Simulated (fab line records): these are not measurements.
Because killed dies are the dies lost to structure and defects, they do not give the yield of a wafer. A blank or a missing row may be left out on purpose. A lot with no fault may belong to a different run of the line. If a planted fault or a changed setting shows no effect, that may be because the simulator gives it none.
Which tool was responsible? | flow n5-finfet | 36 wafers from 12 lots sampled at 6 of the route's 1938 steps

## WHAT EACH GAUGE READ, for each wafer
N5_BEOL_M11_CD_MEAS_11: the cd target is 64.1 nm.
lot  | measured     | on        | cd-nm (nm)
L074 | day 11 15:48 | cd-sem-03 | 63.2 65.1 64.5
L076 | day 12 07:10 | cd-sem-03 | 65.0 63.8 63.9
L079 | day 13 01:08 | cd-sem-01 | 64.2 64.9 64.6
L081 | day 13 08:28 | cd-sem-02 | 63.9 64.2 64.1
L083 | day 13 18:16 | cd-sem-01 | 64.8 65.4 65.3
L085 | day 13 22:46 | cd-sem-02 | 63.9 63.4 64.0
L088 | day 14 22:40 | cd-sem-01 | 64.3 64.1 64.8
L091 | day 15 07:26 | cd-sem-01 | 63.4 64.4 63.6
L090 | day 16 13:24 | cd-sem-01 | 64.5 64.1 64.5
L092 | day 16 22:13 | cd-sem-01 | 63.6 64.7 64.6
L096 | day 17 22:46 | cd-sem-03 | 63.3 63.3 64.3
L095 | day 17 22:53 | cd-sem-03 | 64.1 64.9 64.6

## WHAT TOOL EACH LOT RAN ON (gives the tool, then ch and the chambers of the sampled wafers, and finally the start)
lot  | N5_BEOL_M9_CURE_72            | N5_BEOL_M10_CURE_71           | N5_BEOL_M10_DESCUM_33              | N5_BEOL_M10_DEGAS_44         | N5_BEOL_M10_PRE_CLEAN_45
L074 | uv-cure-02 ch 0, day 10 22:44 | uv-cure-01 ch 2, day 11 06:52 | rie-diel-04 ch 2,3, day 11 09:20   | pvd-sputter-02, day 11 10:22 | pvd-sputter-02, day 11 10:24
L076 | uv-cure-01 ch 2, day 11 12:51 | uv-cure-01 ch 0, day 11 16:52 | rie-diel-06 ch 0,1,3, day 12 00:49 | pvd-sputter-01, day 12 02:10 | pvd-sputter-01, day 12 02:13
L079 | uv-cure-01 ch 0, day 12 11:24 | uv-cure-01 ch 0, day 12 13:38 | rie-diel-05 ch 1,2,3, day 12 20:13 | pvd-sputter-02, day 12 21:23 | pvd-sputter-02, day 12 21:26
L081 | uv-cure-01 ch 2, day 12 20:31 | uv-cure-03 ch 1, day 12 23:05 | rie-diel-04 ch 0,1, day 13 03:05   | pvd-sputter-02, day 13 04:40 | pvd-sputter-02, day 13 04:43
L083 | uv-cure-02 ch 1, day 13 06:00 | uv-cure-03 ch 1, day 13 08:27 | rie-diel-05 ch 1,3, day 13 13:25   | pvd-sputter-01, day 13 14:25 | pvd-sputter-01, day 13 14:28
L085 | uv-cure-01 ch 0, day 13 09:10 | uv-cure-03 ch 2, day 13 12:02 | rie-diel-06 ch 0,3, day 13 17:06   | pvd-sputter-01, day 13 18:48 | pvd-sputter-01, day 13 18:50
L088 | uv-cure-01 ch 2, day 14 10:49 | uv-cure-01 ch 2, day 14 13:29 | rie-diel-04 ch 0,2,3, day 14 18:08 | pvd-sputter-01, day 14 19:13 | pvd-sputter-01, day 14 19:15
L091 | uv-cure-02 ch 0, day 14 20:14 | uv-cure-02 ch 1, day 14 23:20 | rie-diel-06 ch 0,1,3, day 15 03:02 | pvd-sputter-03, day 15 04:03 | pvd-sputter-03, day 15 04:05
L090 | uv-cure-01 ch 2, day 15 22:31 | uv-cure-03 ch 1, day 16 02:37 | rie-diel-05 ch 0,2,3, day 16 06:59 | pvd-sputter-03, day 16 09:32 | pvd-sputter-03, day 16 09:34
L092 | uv-cure-03 ch 0, day 16 07:07 | uv-cure-01 ch 0, day 16 13:10 | rie-diel-04 ch 1,2, day 16 15:57   | pvd-sputter-01, day 16 18:21 | pvd-sputter-01, day 16 18:23
L096 | uv-cure-03 ch 2, day 17 03:28 | uv-cure-03 ch 0, day 17 07:37 | rie-diel-04 ch 1,2, day 17 15:08   | pvd-sputter-01, day 17 16:29 | pvd-sputter-01, day 17 16:31
L095 | uv-cure-02 ch 0, day 17 06:28 | uv-cure-03 ch 2, day 17 09:23 | rie-diel-05 ch 1,2, day 17 16:07   | pvd-sputter-03, day 17 17:20 | pvd-sputter-03, day 17 17:22
- N5_BEOL_M9_CURE_72: cures SiCOH lowk, time 120 s.
- N5_BEOL_M10_CURE_71: cures SiCOH lowk, time 240 s.
- N5_BEOL_M10_DESCUM_33: chemistry O2, time 7.9 s.
- N5_BEOL_M10_DEGAS_44: time 60 s.
- N5_BEOL_M10_PRE_CLEAN_45: time 30 s.

## THE ANSWER, worked out from the rows above alone
Rule: what is usual is taken from the lots themselves. The widest of any qualifying gaps counts: lots, ordered by their means at a reading, are off when they make up no more than a third of the lots, leave a main group of 4 or more, and stand apart from it by 3 or more times the standard deviation of that group's means. The tables above print the reading to a certain number of digits; a main group whose means all agree to those digits is not used. A lot without any number at a reading at which 4 lots or more have one is off too. Any other lot the step has rows for is counted as sound.
Nothing can be told from this: no lot is off at any reading shown.

## WHAT THE SIMULATOR HAD PUT IN
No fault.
